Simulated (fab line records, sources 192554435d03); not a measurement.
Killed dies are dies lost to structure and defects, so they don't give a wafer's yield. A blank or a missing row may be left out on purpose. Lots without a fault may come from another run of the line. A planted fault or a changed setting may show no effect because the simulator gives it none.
Which tool did it? | flow n5_finfet | 11 lots, 33 wafers sampled, at 1 step of a route of 1938

WHAT THE GAUGES READ, wafer by wafer
N5_BEOL_M13_INSPECT_55: inspects for defects (darkfield).
lot  | measured     | on                | raw_defect_count
L587 | day 12 01:55 | defect_inspect-01 | 32 45 80
L591 | day 12 14:08 | defect_inspect-02 | 57 111 100
L589 | day 13 00:04 | defect_inspect-01 | 67 58 63
L593 | day 13 13:57 | defect_inspect-02 | 42 65 46
L604 | day 16 02:47 | defect_inspect-01 | 84 108 81
L603 | day 16 08:16 | defect_inspect-02 | 38 69 61
L605 | day 16 11:36 | defect_inspect-02 | 61 52 48
L607 | day 16 21:35 | defect_inspect-01 | 46 41 40
L606 | day 16 22:42 | defect_inspect-01 | 77 57 60
L608 | day 17 19:59 | defect_inspect-02 | 70 76 98
L609 | day 19 12:41 | defect_inspect-01 | 55 34 56

WHICH TOOL RAN EACH LOT (tool, then ch and the chambers of the sampled wafers, then the start)
The record holds no process step before these readings.

THE ANSWER, worked out from the rows above alone
Rule: what is usual is taken from the lots themselves. Put in order of their means at a reading, lots are off if they are a third of the lots or fewer, leave a main group of 4 or more, and stand apart from it by a gap of 3 or more times the standard deviation of the main group's means; of several such gaps the widest counts. A main group whose means are all the same, to the digits that the tables above print for the reading, isn't used. A lot without any number at a reading at which 4 lots or more have one is off too. The other lots that the step has rows for count as sound.
No lot is off at any reading shown: from this, nothing can be told.

WHAT THE SIMULATOR HAD PUT IN
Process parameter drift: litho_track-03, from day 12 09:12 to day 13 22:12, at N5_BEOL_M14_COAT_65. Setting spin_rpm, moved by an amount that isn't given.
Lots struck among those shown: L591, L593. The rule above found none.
